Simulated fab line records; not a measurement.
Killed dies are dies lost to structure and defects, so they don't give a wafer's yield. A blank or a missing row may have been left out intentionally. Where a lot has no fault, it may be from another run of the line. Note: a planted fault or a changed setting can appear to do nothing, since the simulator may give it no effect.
Chamber matching -- flow n5Finfet -- N5_BEOL_M11_ETCH_62 on rieDiel-05: 4 sister chambers
The step etches SOC in N2/H2, target depth 110 nm, overetch 22 nm, time 165 s. 4 wafers are shown with their chamber, then 11 later ones without.

== WAFERS WITH THEIR CHAMBER ==
wafer,chamber,showerheadPlenumPTorr (Torr)
L082.1,1,2.53
L082.4,3,2.61
L082.6,0,2.40
L085.2,2,2.52

== WAFERS WITHOUT THEIR CHAMBER ==
wafer,showerheadPlenumPTorr (Torr)
L085.4,2.61
L085.6,2.53
L086.4,2.53
L086.5,2.53
L086.6,2.52
L090.2,2.52
L090.3,2.51
L090.4,2.60
L094.1,2.52
L094.2,2.60
L094.5,2.60

== THE CHAMBER EACH PASSED THROUGH ==
wafer,from the rows above,in truth
L085.4,3,3
L085.6,can't be placed: 1 or 2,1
L086.4,can't be placed: 1 or 2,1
L086.5,can't be placed: 1 or 2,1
L086.6,can't be placed: 2 or 1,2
L090.2,can't be placed: 2 or 1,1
L090.3,can't be placed: 2 or 1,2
L090.4,3,3
L094.1,can't be placed: 2 or 1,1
L094.2,3,3
L094.5,3,3
4 of 11 placed correctly. Unplaceable from these rows: 7, with the true chamber sitting among the candidates in 7. 0 placed wrongly.
How it was worked out, from the rows above alone: a wafer's distance from a chamber is the root of the sum, over the readings, of the square of ((its reading less the chamber's mean) divided by the reading's scatter). If the next closest chamber is less than 2 further off than the closest, the wafer can't be placed; otherwise it belongs to the closest. The mean given for a chamber averages the wafers shown for that chamber. The scatter: with one shown wafer a chamber, the root of the mean of the squares of how far each hidden wafer lies from its nearest shown one.
